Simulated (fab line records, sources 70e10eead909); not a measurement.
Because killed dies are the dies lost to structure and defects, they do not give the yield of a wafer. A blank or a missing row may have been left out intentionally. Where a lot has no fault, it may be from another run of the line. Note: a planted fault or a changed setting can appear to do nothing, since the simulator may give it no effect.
Tool commonality check | flow nand_harc | 3 lots and 9 wafers in the sample

== WHY IT WAS OPENED ==
At NHARC_END_SORT_01 the reading killed_dies is flagged on 3 of 3 lots. Fault-free wafers read 63, with a standard deviation of 19.
Rule: a lot is flagged in two cases, either no wafer of it has a number, or all its wafers with numbers fall more than 4 standard deviations from that mean. All remaining lots are regarded as sound.

lot  | measured     | on        | killed_dies, wafer by wafer | flag
L855 | day 30 21:44 | prober-01 | 677 677 677                 | FLAGGED
L856 | day 31 06:34 | prober-01 | 677 677 677                 | FLAGGED
L857 | day 32 19:04 | prober-01 | 677 677 677                 | FLAGGED
The mean of the flagged lots' numbers is 677, +614 from the usual (+32 standard deviations).

== EACH LOT AND THE TOOL IT RAN ON ==
The record holds 2 process steps before the reading, out of a route of 1302 steps. Each cell gives the tool, then ch followed by the chambers the sampled wafers passed through, then the start.
lot  | flag    | NHARC_A_ZERO_WELL_DESCUM_12        | NHARC_A_ONON_D1_DEP_09
L855 | FLAGGED | rie_diel-08 ch 0,1,3, day 13 14:53 | pecvd_onon-04, day 14 14:23
L856 | FLAGGED | rie_diel-08 ch 0,2,3, day 13 16:12 | pecvd_onon-02, day 14 14:20
L857 | FLAGGED | rie_diel-08 ch 1,2, day 13 22:33   | pecvd_onon-02, day 15 04:00
What is done by these steps:
- NHARC_A_ZERO_WELL_DESCUM_12: chemistry O2, time 3 s.
- NHARC_A_ONON_D1_DEP_09: target thk 1000 nm.
- NHARC_END_SORT_01

== FLAGGED OVER TOTAL, TOOL BY TOOL (the gauges that took the reading come last) ==
step                        | tool          | lots run | flagged | share of the flagged lots | sound lots run after its first flagged lot
NHARC_A_ZERO_WELL_DESCUM_12 | rie_diel-08   | 3        | 3       | all                       | 0
NHARC_A_ONON_D1_DEP_09      | pecvd_onon-02 | 2        | 2       | some                      | 0
NHARC_A_ONON_D1_DEP_09      | pecvd_onon-04 | 1        | 1       | some                      | 0
NHARC_END_SORT_01           | prober-01     | 3        | 3       | all                       | 0

== WHAT IS ALLOWED BY THE TABLE ==
In 2 table rows, all flagged lots were run: rie_diel-08 (NHARC_A_ZERO_WELL_DESCUM_12), prober-01 (NHARC_END_SORT_01).
- rie_diel-08 at NHARC_A_ZERO_WELL_DESCUM_12: 3 of its 3 lots flagged. With no sound lot run before its first flagged lot in this sample, there is nothing to narrow down the start.
- prober-01 at NHARC_END_SORT_01: 3 of its 3 lots flagged. With no sound lot run before its first flagged lot in this sample, there is nothing to narrow down the start.
A lot count leaves these 2 tools indistinguishable: every one of them fits a fault beginning at some hour. More lots, or a look at what each step does to the wafer, might.

== WHAT THE SIMULATOR HAD PUT IN ==
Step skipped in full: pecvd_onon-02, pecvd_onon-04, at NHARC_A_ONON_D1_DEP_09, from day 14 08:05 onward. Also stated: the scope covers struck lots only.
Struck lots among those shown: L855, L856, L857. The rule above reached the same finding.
